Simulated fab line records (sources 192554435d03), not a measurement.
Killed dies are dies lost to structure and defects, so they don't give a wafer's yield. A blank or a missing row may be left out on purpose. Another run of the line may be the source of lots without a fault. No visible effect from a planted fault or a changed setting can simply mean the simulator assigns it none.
Split-lot trial -- flow n5Finfet -- 21 wafers read across 7 lots, on a route 1938 steps long

THE SPLIT ITSELF
At N5_BEOL_M1_ETCH_64 (etches SOC in N2/H2, target depth 75 nm, overetch 15 nm, time 112.5 s), the setting biasW was moved away from the recipe's 150 W on 6 of the 21 wafers read, by -15.5% to +15.5%. For the rest of the wafers, this setting stayed at what the recipe calls for.

The reading is taken at the split's own step.

THE READING
rfVppV, in V, at N5_BEOL_M1_ETCH_64 (etches SOC in N2/H2, target depth 75 nm, overetch 15 nm, time 112.5 s). Fault-free wafers of this fab line usually give 523.4 V, standard deviation 2.5 V.

wafer,"tool, chamber at the split","biasW as run, W",against the recipe,"rfVppV, V",against lot-mates on the recipe
L075.1,"rieDiel-02, 0",150,recipe,526.5,-
L075.2,"rieDiel-02, 2",150,recipe,524.1,-
L075.4,"rieDiel-02, 1",126.7,-15.5%,471.1,-54.2
L078.2,"rieDiel-02, 1",173.2,+15.5%,572.8,+48.7
L078.5,"rieDiel-02, 1",150,recipe,522.3,-
L078.6,"rieDiel-02, 0",150,recipe,525.9,-
L079.1,"rieDiel-04, 0",150,recipe,520.0,-
L079.3,"rieDiel-04, 1",150,recipe,524.0,-
L079.4,"rieDiel-04, 2",150,recipe,522.6,-
L080.2,"rieDiel-03, 3",165.1,+10.1%,559.6,+36.3
L080.3,"rieDiel-03, 0",150,recipe,523.3,-
L080.5,"rieDiel-03, 0",165.1,+10.1%,555.4,+32.1
L082.3,"rieDiel-02, 3",150,recipe,519.2,-
L082.4,"rieDiel-02, 1",150,recipe,522.2,-
L082.5,"rieDiel-02, 3",150,recipe,520.0,-
L088.1,"rieDiel-02, 0",140.6,-6.3%,505.7,-19.4
L088.5,"rieDiel-02, 0",150,recipe,525.1,-
L088.6,"rieDiel-02, 2",140.6,-6.3%,502.9,-22.2
L089.1,"rieDiel-03, 0",150,recipe,521.1,-
L089.4,"rieDiel-03, 2",150,recipe,520.2,-
L089.6,"rieDiel-03, 3",150,recipe,528.2,-

THE FIT
A straight line over all 21 wafers: rfVppV changes by +3.29 V for each +1% of biasW; r = +0.99; the points scatter about the line by 2.6 V.
The same after taking each lot's own level away (the mean of its wafers on the recipe; 21 wafers): +3.34 V for each +1%; r = +0.99; scatter 2.1 V.
The reading moves by 52 V for the largest change in biasW, on that fit.
From 520.47 to 525.30 V: that is the span of the lots' own levels, equal to 1.9 times the standard deviation above.
The two slopes are in agreement: the lot-to-lot level therefore moves the slope only a little.
Check: with one of the wafers moved furthest among these (-15.5%) left out of the fit, the line predicts -50.8 V for it against its lot-mates. It came out at -54.2 V against them.
Tool readings at the split's step, against how far the setting was moved: rfVppV r = +0.99.

OTHER SPLITS ON THESE WAFERS
Other splits were also applied to these wafers ahead of the reading. Each is held against what the fit with the lots' levels taken away leaves over:
other split on the same wafers,wafers away from the commonest value,r with rfVppV (lot level and that fit taken away)
N5_MOL_CONTACT_COAG_EXPOSE_81 doseMj,8,-0.44
N5_BEOL_M0_SAQP_SPACER1_ALD_98 aldCycles,7,+0.19
N5_BEOL_M0_CUTY_ETCH_63 timeS,9,-0.11
N5_BEOL_M0_TRENCH_ETCH_107 targetDepthA,5,-0.33

THE WHOLE CHAIN: every reading that the file lists as answering this split, in the file's order
step,what it does,reading,change (the file's fit),r (the file's)
N5_BEOL_M1_ETCH_64,"etches SOC in N2/H2, target depth 75 nm, overetch 15 nm, time 112.5 s",rfVppV,+3.33 V for each +1% of the setting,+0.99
N5_BEOL_M1_ETCH_64,"etches SOC in N2/H2, target depth 75 nm, overetch 15 nm, time 112.5 s","SiARC_of_BEOL_M1_COAT_62.thkNm (the simulator's own value, which no gauge read)",-0.0604 nm for each +1% of the setting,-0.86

THE FILE'S OWN FIT
rfVppV changes by +3.33 V for each +1% of biasW, r = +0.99.
